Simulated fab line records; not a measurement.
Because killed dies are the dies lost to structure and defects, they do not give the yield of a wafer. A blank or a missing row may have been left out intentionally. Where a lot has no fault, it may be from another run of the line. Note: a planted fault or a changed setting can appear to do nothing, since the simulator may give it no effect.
Split-lot trial ; flow n5-finfet ; route with 1938 steps; 7 lots, 21 wafers read

== SPLIT DETAILS ==
At N5_PASSIVATION_EXPOSE_27 (exposes mask PAD, defocus 0 nm), the setting dose-mj was moved away from the recipe's 32.3 on 8 of the 21 wafers read, by -7.3% to +5.0%. The other wafers ran this setting at the recipe's value.

== FROM THE SPLIT TO THE READING: what the file shows between them, 3 steps ==
- N5_PASSIVATION_PEB_28
- N5_PASSIVATION_DEVELOP_29: develop time 60 s
- N5_PASSIVATION_HARDBAKE_31: time 120 s

== THE READING ==
cd-nm, in nm, at N5_PASSIVATION_CD_MEAS_30 (target cd 4000 nm). On this fab line, fault-free wafers typically give 4000.3 nm with a standard deviation of 1.3 nm.

wafer;tool, chamber at the split;dose-mj as run;against the recipe;cd-nm, nm;against lot-mates on the recipe
L080.1;krf-scanner-01, 0;31.66;-2.0%;3996.7;-5.2
L080.4;krf-scanner-01, 0;32.3;recipe;4001.1;-
L080.6;krf-scanner-01, 0;32.3;recipe;4002.6;-
L081.3;krf-scanner-01, 0;30.96;-4.1%;3990.5;-9.1
L081.4;krf-scanner-01, 0;32.3;recipe;4000.1;-
L081.5;krf-scanner-01, 0;32.3;recipe;3999.0;-
L085.3;krf-scanner-01, 0;32.3;recipe;3999.5;-
L085.4;krf-scanner-01, 0;33.91;+5.0%;4009.6;+9.7
L085.5;krf-scanner-01, 0;32.3;recipe;4000.4;-
L089.2;krf-scanner-01, 0;33.06;+2.4%;4002.2;+3.3
L089.4;krf-scanner-01, 0;32.3;recipe;3998.6;-
L089.5;krf-scanner-01, 0;32.3;recipe;3999.2;-
L092.1;krf-scanner-01, 0;32.3;recipe;4002.1;-
L092.4;krf-scanner-01, 0;33.43;+3.5%;4006.7;+4.6
L092.6;krf-scanner-01, 0;33.43;+3.5%;4007.2;+5.1
L095.3;krf-scanner-01, 0;29.95;-7.3%;3985.1;-15.1
L095.4;krf-scanner-01, 0;32.3;recipe;4000.2;-
L095.5;krf-scanner-01, 0;29.95;-7.3%;3986.0;-14.2
L094.3;krf-scanner-01, 0;32.3;recipe;4000.4;-
L094.4;krf-scanner-01, 0;32.3;recipe;3999.5;-
L094.5;krf-scanner-01, 0;32.3;recipe;3998.7;-

THE FIT
A straight line over all 21 wafers: cd-nm changes by +1.96 nm for each +1% of dose-mj; r = +0.98; the points scatter about the line by 1.2 nm.
The same after taking each lot's own level away (the mean of its wafers on the recipe; 21 wafers): +1.91 nm for each +1%; r = +0.99; scatter 0.83 nm.
Per that fit: largest dose-mj move, reading shift of 14 nm.
From 3998.90 to 4002.10 nm: that is the span of the lots' own levels, equal to 2.5 times the standard deviation above.
The two slopes are in agreement: the lot-to-lot level therefore moves the slope only a little.
Check: with one of the wafers moved furthest among these (-7.3%) left out of the fit, the line predicts -14 nm for it against its lot-mates. Against them it came out at -15.1 nm.

== OTHER SPLITS ON THESE WAFERS ==
These wafers also went through other splits before the reading. Each is held against what the fit with the lots' levels taken away leaves over:
other split on the same wafers;wafers away from the commonest value;r with cd-nm (lot level and that fit taken away)
N5_BEOL_M15_COAT_04 spin-rpm;3;+0.20
N5_MIM_TOP_SPUTTER_03 power-w;8;-0.11
N5_MIM_TOP_LITHO_EXPOSE_05 dose-mj;7;-0.13

== FILE'S OWN FIT ==
cd-nm changes by +1.95 nm for each +1% of dose-mj, r = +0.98.
